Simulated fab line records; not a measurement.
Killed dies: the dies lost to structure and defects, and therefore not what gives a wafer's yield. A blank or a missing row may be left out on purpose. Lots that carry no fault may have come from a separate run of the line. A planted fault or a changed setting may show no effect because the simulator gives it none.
Chamber matching | flow n5-finfet | 4 sister chambers for N5_GATE_CUT_ALD_22 on ald-sin-03
The step deposits SiNx, target thk 16 nm, pulse time 1 s, ald cycles 320. 14 wafers are shown with their chamber, then 7 later ones without.

== WAFERS PAIRED WITH THEIR CHAMBERS ==
wafer  | chamber | heater-power-w (W) | chamber-pressure-Torr (Torr) | precursor-pulse-height-rel
L822.2 | 3       | 714                | 1.999                        | 0.982
L822.5 | 3       | 699                | 1.999                        | 1.015
L822.6 | 0       | 815                | 2.000                        | 0.990
L826.1 | 3       | 712                | 2.007                        | 1.002
L826.3 | 0       | 796                | 2.004                        | 1.000
L826.5 | 1       | 841                | 1.998                        | 0.996
L829.1 | 2       | 1060               | 2.002                        | 0.994
L829.3 | 0       | 831                | 1.996                        | 0.983
L829.6 | 3       | 703                | 2.001                        | 1.017
L837.2 | 0       | 816                | 2.005                        | 0.988
L837.4 | 3       | 702                | 1.996                        | 0.993
L837.5 | 0       | 802                | 2.007                        | 1.050
L838.1 | 2       | 1080               | 2.006                        | 1.033
L838.4 | 0       | 813                | 1.990                        | 0.992

SIGNATURES (averages over the wafers above)
reading                    | chamber 0 | chamber 1 | chamber 2 | chamber 3 | scatter within a chamber
heater-power-w             | 812.17    | 841.00    | 1070.00   | 706.00    | 10.6
chamber-pressure-Torr      | 2.00033   | 1.99800   | 2.00400   | 2.00040   | 0.0053
precursor-pulse-height-rel | 1.00050   | 0.99600   | 1.01350   | 1.00180   | 0.0218
Rule: a wafer lies at a distance from a chamber equal to the root of the sum of squares, over the readings, of (its reading less the chamber's mean, divided by the reading's scatter). If the next closest chamber is less than 2 further off than the closest, the wafer can't be placed; otherwise it belongs to the closest. The scatter: the root of (the sum of the squares of (reading less its chamber's mean) over the shown wafers, divided by (wafers less chambers)).

== WAFERS WHOSE CHAMBER IS MISSING ==
wafer  | heater-power-w (W) | chamber-pressure-Torr (Torr) | precursor-pulse-height-rel
L838.5 | 816                | 1.997                        | 1.003
L840.1 | 1060               | 2.007                        | 0.998
L840.2 | 713                | 1.997                        | 0.992
L840.5 | 726                | 1.999                        | 1.000
L843.1 | 842                | 2.003                        | 0.989
L843.2 | 1099               | 2.008                        | 1.029
L843.4 | 803                | 2.006                        | 0.988

== CHAMBER TAKEN BY EACH ==
wafer  | from the rows above     | in truth
L838.5 | can't be placed: 0 or 1 | 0
L840.1 | 2                       | 2
L840.2 | 3                       | 3
L840.5 | 3                       | 3
L843.1 | can't be placed: 1 or 0 | 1
L843.2 | 2                       | 2
L843.4 | 0                       | 0
Correct placement for 5 of the 7. Not placeable from these rows: 2 (in 2, the candidates include the true chamber). Wrongly placed: 0.
